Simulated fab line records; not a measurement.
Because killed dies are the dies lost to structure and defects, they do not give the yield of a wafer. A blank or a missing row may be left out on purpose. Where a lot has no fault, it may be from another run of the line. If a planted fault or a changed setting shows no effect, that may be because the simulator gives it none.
8D (eight disciplines) problem report, filled in by code | flow n5_finfet | the parts of the form that need people (team, actions taken, sign-off) are left out

1. THE ISSUE
killed_at_M4_up at N5_PASSIVATION_PROBE_49 reads a mean of 148 on 4 wafers of 2 lots; wafers without a fault read 14 with a standard deviation of 5. That puts it +27 standard deviations away from the usual mean.
First observed at day 17 01:14: wafer L958.3, on prober-02. The record holds 9 wafers of 3 lots with a number at this step. The rule behind "out" and "out of limits": a value lying over 4 standard deviations away from the usual mean. All remaining wafers that have a number are taken as sound.

2. WHAT IT IS; WHAT IT IS NOT
question                    | is                                                                                                   | is not
which readings at this step | killed_at_M4_up, defect_limited_yield, killed_dies, sort_bin_5_function, sort_n_pass, sort_yield_pct | killed_at_M0_to_M3, killed_at_contacts, killed_at_front_end, killed_at_other, killed_on_rim, killed_open
which lots                  | L958, L961                                                                                           | L966
which wafers of those lots  | L958.3, L958.6, L961.2, L961.4                                                                       | L958.2, L961.5
read on which tools         | prober-02                                                                                            | prober-01
when                        | from day 17 01:14                                                                                    | up to then (1 sound wafer); but 4 sound wafers of L961, L966 came after

3. WHAT RULES OUT EACH SUSPECT
Counting: a tool at a process step up to the reading stays a suspect if it ran every lot that is out. Sound lots after the first of them don't rule it out here, since some wafers of a struck lot are sound.
- cvd_co-02 at N5_BEOL_M9_CVD_78 (deposits Co from CCTBA/H2, target thk 2 nm, time 138.9 s): kept. It ran every lot that is out, first L958 (day 14 17:28).
- prober-02 at N5_PASSIVATION_PROBE_49: kept. It ran every lot that is out, first L958 (day 17 01:11). Its own defect_limited_yield, killed_at_M4_up, killed_dies, sort_bin_5_function, sort_n_pass, sort_yield_pct readings are out on those wafers.
After counting, cvd_co-02 at N5_BEOL_M9_CVD_78 and prober-02 at N5_PASSIVATION_PROBE_49 remain.

4. THE CAUSE (what the simulator had put in)
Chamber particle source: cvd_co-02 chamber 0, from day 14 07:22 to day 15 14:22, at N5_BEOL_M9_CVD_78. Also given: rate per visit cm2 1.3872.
Of the 2 suspects that counting leaves, this tool is one.

5. SEQUENCE OF EFFECTS, ordered by route
Each row: a reading whose mean over the struck wafers that have a number lies more than 3 standard deviations from the usual. Scope: only readings with a usual standard deviation given in the record; hours: median across lots of the time from each lot's start at the first step in this table that gives one to its start at this step; sigmas: change in usual standard deviations.
hours | step                    | reading              | usual  | on struck wafers | change | sigmas
0     | N5_PASSIVATION_PROBE_49 | defect_limited_yield | 91.2 % | 80.3             | -10.9  | -8.4
0     | N5_PASSIVATION_PROBE_49 | killed_at_M4_up      | 14     | 148              | +134   | +27
0     | N5_PASSIVATION_PROBE_49 | killed_dies          | 104    | 232              | +128   | +8.6
0     | N5_PASSIVATION_PROBE_49 | sort_bin_5_function  | 5.2 %  | 11.8             | +6.6   | +7.6
0     | N5_PASSIVATION_PROBE_49 | sort_n_pass          | 1076   | 948              | -128   | -8.6
0     | N5_PASSIVATION_PROBE_49 | sort_yield_pct       | 91.2 % | 80.3             | -10.9  | -8.4
Its process steps:
- N5_PASSIVATION_PROBE_49

6. HOW IT WOULD HAVE BEEN CAUGHT EARLIER
In this record no reading fell out of limits until day 17 01:14, 66 hours after the fault had begun at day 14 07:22.
By day 17 01:14, every lot that is out (2) had started N5_BEOL_M9_CVD_78 on cvd_co-02. None of them would have been spared by holding the tool at that moment.
